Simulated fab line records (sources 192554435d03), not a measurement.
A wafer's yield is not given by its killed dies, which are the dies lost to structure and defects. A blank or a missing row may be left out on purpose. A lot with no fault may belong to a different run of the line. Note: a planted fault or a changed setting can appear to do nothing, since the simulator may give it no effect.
Matching of chambers | flow n5-finfet | N5_PMOS_HMC_CHANNEL_EPI_STRIP_33 on rie-diel-01 has 4 sister chambers
The step strips in N2/H2. 8 wafers are shown with their chamber, then 9 later ones without.

EACH WAFER AND ITS CHAMBER
wafer  | chamber | showerhead-plenum-p-Torr (Torr) | drypump-motor-current-A (A)
L078.3 | 2       | 3.39                            | 6.1
L080.6 | 3       | 3.22                            | 5.5
L083.4 | 3       | 3.21                            | 5.5
L084.2 | 1       | 3.47                            | 5.5
L084.6 | 0       | 3.39                            | 5.2
L085.3 | 1       | 3.47                            | 5.6
L085.4 | 0       | 3.39                            | 5.3
L085.5 | 2       | 3.38                            | 6.1

WAFERS WITHOUT THEIR CHAMBER
wafer  | showerhead-plenum-p-Torr (Torr) | drypump-motor-current-A (A)
L086.1 | 3.39                            | 5.3
L086.2 | 3.38                            | 6.1
L086.5 | 3.21                            | 5.5
L088.1 | 3.38                            | 5.3
L088.2 | 3.47                            | 5.6
L088.6 | 3.38                            | 5.3
L092.2 | 3.21                            | 5.5
L092.4 | 3.46                            | 5.6
L092.6 | 3.38                            | 6.1

THE CHAMBER EACH PASSED THROUGH
wafer  | from the rows above | in truth
L086.1 | 0                   | 0
L086.2 | 2                   | 2
L086.5 | 3                   | 3
L088.1 | 0                   | 0
L088.2 | 1                   | 1
L088.6 | 0                   | 0
L092.2 | 3                   | 3
L092.4 | 1                   | 1
L092.6 | 2                   | 2
Correctly placed: 9 of 9. From these rows, 0 cannot be placed. Number placed wrongly: 0.
How it was worked out, from the rows above alone: a wafer's distance from a chamber is the root of the sum, over the readings, of the square of ((its reading less the chamber's mean) divided by the reading's scatter). The wafer belongs to the nearest chamber; if the next one is less than 2 further off, it can't be placed. Each chamber's mean is taken over the wafers shown for it. The scatter is the square root of a quotient: the sum, over the shown wafers, of each reading's squared deviation from its chamber's mean, divided by wafers minus chambers.
